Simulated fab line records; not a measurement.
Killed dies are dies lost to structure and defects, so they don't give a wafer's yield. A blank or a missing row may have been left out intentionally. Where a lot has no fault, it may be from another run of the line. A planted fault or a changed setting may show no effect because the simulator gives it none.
The tool behind it: which one?	flow nandHarc	11 lots with 33 wafers sampled at 5 steps, on a route of 1302 steps

== WHAT THE GAUGES SHOWED, per wafer ==
NHARC_END_SORT_01. Usual: value, then standard deviation, for each; defectLimitedYield 91 % / 3.2; killedAtArray 55 / 22; killedAtOther 1.1 / 1.4; killedAtPeriphery 4 / 3.2; killedDies 59 / 22; killedOpen 3.3 / 1.8; killedShort 2.5 / 1.5.
lot	measured	on	defectLimitedYield (%)	killedAtArray	killedAtOther	killedAtPeriphery	killedDies	killedOpen	killedShort	flag
L353	day 29 17:55	prober-02	84 83 88	106 113 72	0 0 2	3 1 6	109 114 80	3 3 3	3 3 1	
L354	day 30 11:25	prober-01	90	61	0	6	67	1	3	
L356	day 30 16:48	prober-02	87 89 89	81 74 74	0 0 0	8 3 2	89 77 76	4 4 4	4 4 4	

== EACH LOT AND THE TOOL THAT RAN IT (in order: tool; ch and the chambers of the sampled wafers; start) ==
lot	NHARC_P_BONDPAD_ETCH_12	NHARC_P_BONDPAD_STRIP_15	NHARC_P_BONDPAD_ETCH_24	NHARC_P_BONDPAD_ANNEAL_28
L350	rieDiel-10 ch 1,2,3, day 10 17:59 or earlier	rieDiel-03 ch 0,1,2, day 10 17:59	rieDiel-03 ch 0,1, day 10 18:07	rtpAnneal-01 ch 0, day 10 19:15
L352	rieDiel-10 ch 0,1,2, day 11 13:28 or earlier	rieDiel-03 ch 1,2, day 11 13:28	rieDiel-03 ch 1,3, day 11 13:37	rtpAnneal-01 ch 0, day 11 14:48
L353	rieDiel-03 ch 0,2,3, day 11 18:02 or earlier	rieDiel-02 ch 0,3, day 11 18:02	rieDiel-02 ch 0,1, day 11 18:11	rtpAnneal-01 ch 0, day 11 19:22
L354	rieDiel-03 ch 0,1, day 12 13:31 or earlier	rieDiel-10 ch 1,2,3, day 12 13:31	rieDiel-10 ch 0,2,3, day 12 13:41	rtpAnneal-02 ch 0, day 12 14:48
L357	rieDiel-03 ch 1,3, day 13 02:50 or earlier	rieDiel-10 ch 0,1,2, day 13 02:50	rieDiel-10 ch 1,2, day 13 02:59	rtpAnneal-02 ch 0, day 13 04:07
L356	rieDiel-02 ch 0,2,3, day 13 03:53 or earlier	rieDiel-02 ch 0,2, day 13 03:53	rieDiel-02 ch 0,1, day 13 04:02	rtpAnneal-02 ch 0, day 13 05:11
L358	rieDiel-10 ch 2,3, day 13 12:50 or earlier	rieDiel-02 ch 1,2,3, day 13 12:50	rieDiel-02 ch 1,2, day 13 12:59	rtpAnneal-01 ch 0, day 13 14:23
L360	rieDiel-03 ch 0,2,3, day 14 09:17 or earlier	rieDiel-10 ch 1,2,3, day 14 09:17	rieDiel-10 ch 2,3, day 14 09:24	rtpAnneal-01 ch 0, day 14 10:41
L361	rieDiel-02 ch 0,2,3, day 14 23:45 or earlier	rieDiel-03 ch 0,1,2, day 14 23:45	rieDiel-03 ch 2,3, day 14 23:52	rtpAnneal-01 ch 0, day 15 01:00
L362	rieDiel-10 ch 1,2, day 15 10:19 or earlier	rieDiel-03 ch 1,2,3, day 15 10:19	rieDiel-03 ch 1,2,3, day 15 10:29	rtpAnneal-02 ch 0, day 15 11:37
L363	rieDiel-10 ch 1,2,3, day 15 16:40 or earlier	rieDiel-03 ch 0,1, day 15 16:40	rieDiel-03 ch 0,1, day 15 16:49	rtpAnneal-02 ch 0, day 15 17:56
- NHARC_P_BONDPAD_ETCH_12: etches the open film in CHF3/O2, target depth 200 nm, time 100 s.
- NHARC_P_BONDPAD_STRIP_15: strips in O2.
- NHARC_P_BONDPAD_ETCH_24: etches the open film in CF4/N2, target depth 30 nm, time 72.99 s.
- NHARC_P_BONDPAD_ANNEAL_28: time 90 s.

== WHAT THE TOOLS THEMSELVES READ (means of the sampled wafers that have a number; where no wafer has one, the mark that the record gives instead) ==
NHARC_P_BONDPAD_ETCH_12. Usual: drypumpMotorCurrentA 5.8 A, standard deviation 0.35; oesProductAu 0.938 a.u., standard deviation 0.021; rfVppV 372.4 V, standard deviation 2; runLengthS 121.3 s, standard deviation 0.39; showerheadPlenumPTorr 2.48 Torr, standard deviation 0.087; throttleValvePct 20.573 %, standard deviation 0.0096.
lot	tool	drypumpMotorCurrentA (A)	oesProductAu (a.u.)	rfVppV (V)	runLengthS (s)	showerheadPlenumPTorr (Torr)	throttleValvePct (%)	flag
L350	rieDiel-10	5.9	0.915	373.5	121.3	2.50	20.570	
L352	rieDiel-10	5.9	0.961	373.7	121.3	2.51	20.573	
L353	rieDiel-03	5.4	0.972	371.8	121.2	2.45	20.580	
L354	rieDiel-03	5.5	0.931	373.7	121.5	2.55	20.574	
L357	rieDiel-03	5.9	0.973	372.4	122.1	2.53	20.571	
L356	rieDiel-02	6.1	0.933	372.9	121.0	2.49	20.574	
L358	rieDiel-10	5.8	0.909	374.4	121.6	2.55	20.572	
L360	rieDiel-03	5.4	0.929	371.4	121.2	2.45	20.569	
L361	rieDiel-02	6.1	0.923	372.7	121.0	2.49	20.573	
L362	rieDiel-10	5.9	0.910	373.1	121.5	2.52	20.578	
L363	rieDiel-10	5.9	0.915	371.7	121.3	2.50	20.577	

NHARC_P_BONDPAD_STRIP_15. Usual: drypumpMotorCurrentA 5.8 A, standard deviation 0.33; oesProductAu 1.000 a.u., standard deviation 0.01; rfVppV 58.1 V, standard deviation 0.81; showerheadPlenumPTorr 3.65 Torr, standard deviation 0.12; throttleValvePct 17.036 %, standard deviation 0.01.
lot	tool	drypumpMotorCurrentA (A)	oesProductAu (a.u.)	rfVppV (V)	showerheadPlenumPTorr (Torr)	throttleValvePct (%)	flag
L350	rieDiel-03	5.4	1.003	57.7	3.61	17.022	
L352	rieDiel-03	5.6	1.004	57.4	3.48	17.038	
L353	rieDiel-02	6.1	1.010	58.3	3.62	17.030	
L354	rieDiel-10	5.9	0.994	58.0	3.67	17.035	
L357	rieDiel-10	5.9	0.994	58.0	3.68	17.035	
L356	rieDiel-02	6.1	1.001	58.2	3.69	17.040	
L358	rieDiel-02	6.1	1.003	58.1	3.60	17.045	
L360	rieDiel-10	5.9	0.983	58.9	3.66	17.042	
L361	rieDiel-03	5.4	1.002	57.6	3.61	17.042	
L362	rieDiel-03	5.7	1.005	58.1	3.58	17.027	
L363	rieDiel-03	5.6	0.998	58.7	3.73	17.040	

NHARC_P_BONDPAD_ETCH_24. Usual: value, then standard deviation, for each; drypumpMotorCurrentA 5.8 A / 0.33; n2FlowSccm 100.03 sccm / 0.27; oesProductAu 0.998 a.u. / 0.012; rfVppV 315.8 V / 1.6; runLengthS 94.4 s / 0.4; showerheadPlenumPTorr 2.72 Torr / 0.088; throttleValvePct 19.794 % / 0.0082.
lot	tool	drypumpMotorCurrentA (A)	n2FlowSccm (sccm)	oesProductAu (a.u.)	rfVppV (V)	runLengthS (s)	showerheadPlenumPTorr (Torr)	throttleValvePct (%)	flag
L350	rieDiel-03	5.3	100.11	0.996	317.1	97.2	2.79	19.794	OFF
L352	rieDiel-03	5.9	99.65	1.012	316.0	97.4	2.75	19.794	OFF
L353	rieDiel-02	6.1	100.35	0.999	315.5	93.6	2.72	19.786	
L354	rieDiel-10	5.9	100.10	0.985	316.4	94.6	2.77	19.789	
L357	rieDiel-10	5.9	99.91	0.991	315.5	94.6	2.70	19.792	
L356	rieDiel-02	6.0	100.26	1.007	315.1	94.0	2.72	19.796	
L358	rieDiel-02	6.1	100.07	1.005	315.7	94.5	2.67	19.796	
L360	rieDiel-10	5.9	100.12	0.978	316.4	94.5	2.79	19.794	
L361	rieDiel-03	5.8	100.34	1.010	314.9	94.3	2.66	19.793	
L362	rieDiel-03	5.8	99.96	1.005	315.7	94.8	2.67	19.792	
L363	rieDiel-03	5.3	100.01	0.999	316.5	94.5	2.79	19.796	

NHARC_P_BONDPAD_ANNEAL_28. Usual: wafer_temp_C_max at 225.90, with a standard deviation of 0.27.
lot	tool	wafer_temp_C_max	flag
L350	rtpAnneal-01	226.07	
L352	rtpAnneal-01	226.05	
L353	rtpAnneal-01	226.14	
L354	rtpAnneal-02	225.68	
L357	rtpAnneal-02	225.85	
L356	rtpAnneal-02	225.49	
L358	rtpAnneal-01	225.95	
L360	rtpAnneal-01	226.05	
L361	rtpAnneal-01	225.91	
L362	rtpAnneal-02	225.70	
L363	rtpAnneal-02	225.99	

== THE ANSWER, worked out from the rows above alone ==
Rule: take the mean of a lot's wafers that have a number; if it is more than 3 standard deviations from the usual mean, the lot is off. A lot without any number at a reading at which 4 lots or more have one is off too. Any other lot the step has rows for is counted as sound. Order of review: gauges by route order, followed by the tools' own readings, for which a lot's mean as printed above is used. The first step at which some lot is off is used, and at that step the reading that is off furthest; a lot without a number counts as furthest.
Off, at NHARC_P_BONDPAD_ETCH_24 on runLengthS: L350, L352.
A tool fits if, at that step or a process step before it, it ran every lot that is off, and no sound lot after the first of them. With no start given for some of its lots, NHARC_P_BONDPAD_ETCH_12 uses the hours and lot order of NHARC_P_BONDPAD_STRIP_15. Of those tried, none fits.

== WHAT THE SIMULATOR HAD PUT IN ==
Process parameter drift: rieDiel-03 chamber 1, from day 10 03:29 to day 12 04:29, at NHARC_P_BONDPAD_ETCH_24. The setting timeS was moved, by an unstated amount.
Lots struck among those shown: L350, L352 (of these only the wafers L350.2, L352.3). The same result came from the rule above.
